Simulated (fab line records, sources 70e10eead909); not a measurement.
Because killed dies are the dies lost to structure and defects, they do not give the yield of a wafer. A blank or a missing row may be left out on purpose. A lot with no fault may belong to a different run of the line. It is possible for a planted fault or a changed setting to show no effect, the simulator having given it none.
Matching of chambers :: flow nand-harc :: rie-diel-12 running NHARC_P_M1_ETCH_35: 4 sister chambers
The step etches the open film in N2/H2, target depth 40 nm, overetch 12 nm, time 43.94 s. 8 wafers are shown with their chamber, then 8 later ones without.

WAFERS PAIRED WITH THEIR CHAMBERS
wafer: L075.2
chamber: 0
drypump-motor-current-A (A): 5.0
rf-vpp-V (V): 430.6

wafer: L079.2
chamber: 0
drypump-motor-current-A (A): 5.0
rf-vpp-V (V): 430.3

wafer: L080.2
chamber: 2
drypump-motor-current-A (A): 5.6
rf-vpp-V (V): 429.1

wafer: L080.3
chamber: 3
drypump-motor-current-A (A): 5.6
rf-vpp-V (V): 433.5

wafer: L081.1
chamber: 3
drypump-motor-current-A (A): 5.6
rf-vpp-V (V): 433.4

wafer: L081.3
chamber: 2
drypump-motor-current-A (A): 5.6
rf-vpp-V (V): 428.3

wafer: L081.5
chamber: 1
drypump-motor-current-A (A): 6.0
rf-vpp-V (V): 434.2

wafer: L082.1
chamber: 1
drypump-motor-current-A (A): 6.1
rf-vpp-V (V): 435.4

WAFERS WHOSE CHAMBER IS MISSING
wafer: L082.3
drypump-motor-current-A (A): 5.6
rf-vpp-V (V): 432.3

wafer: L082.5
drypump-motor-current-A (A): 6.1
rf-vpp-V (V): 433.7

wafer: L085.1
drypump-motor-current-A (A): 6.1
rf-vpp-V (V): 435.6

wafer: L085.2
drypump-motor-current-A (A): 5.7
rf-vpp-V (V): 427.9

wafer: L085.4
drypump-motor-current-A (A): 5.6
rf-vpp-V (V): 433.5

wafer: L089.1
drypump-motor-current-A (A): 5.7
rf-vpp-V (V): 429.4

wafer: L089.3
drypump-motor-current-A (A): 6.1
rf-vpp-V (V): 435.7

wafer: L089.6
drypump-motor-current-A (A): 5.6
rf-vpp-V (V): 428.5

THE CHAMBER EACH PASSED THROUGH
wafer: L082.3
from the rows above: 3
in truth: 3

wafer: L082.5
from the rows above: 1
in truth: 1

wafer: L085.1
from the rows above: 1
in truth: 1

wafer: L085.2
from the rows above: 2
in truth: 2

wafer: L085.4
from the rows above: 3
in truth: 3

wafer: L089.1
from the rows above: 2
in truth: 2

wafer: L089.3
from the rows above: 1
in truth: 1

wafer: L089.6
from the rows above: 2
in truth: 2
8 of 8 placed correctly. Number that these rows cannot place: 0. Number placed wrongly: 0.
How it was worked out, from the rows above alone: a wafer's distance from a chamber is the root of the sum, over the readings, of the square of ((its reading less the chamber's mean) divided by the reading's scatter). The wafer belongs to the nearest chamber; if the next one is less than 2 further off, it can't be placed. For every chamber, the mean is computed from those of its wafers that are shown. The scatter: the root of (the sum of the squares of (reading less its chamber's mean) over the shown wafers, divided by (wafers less chambers)).
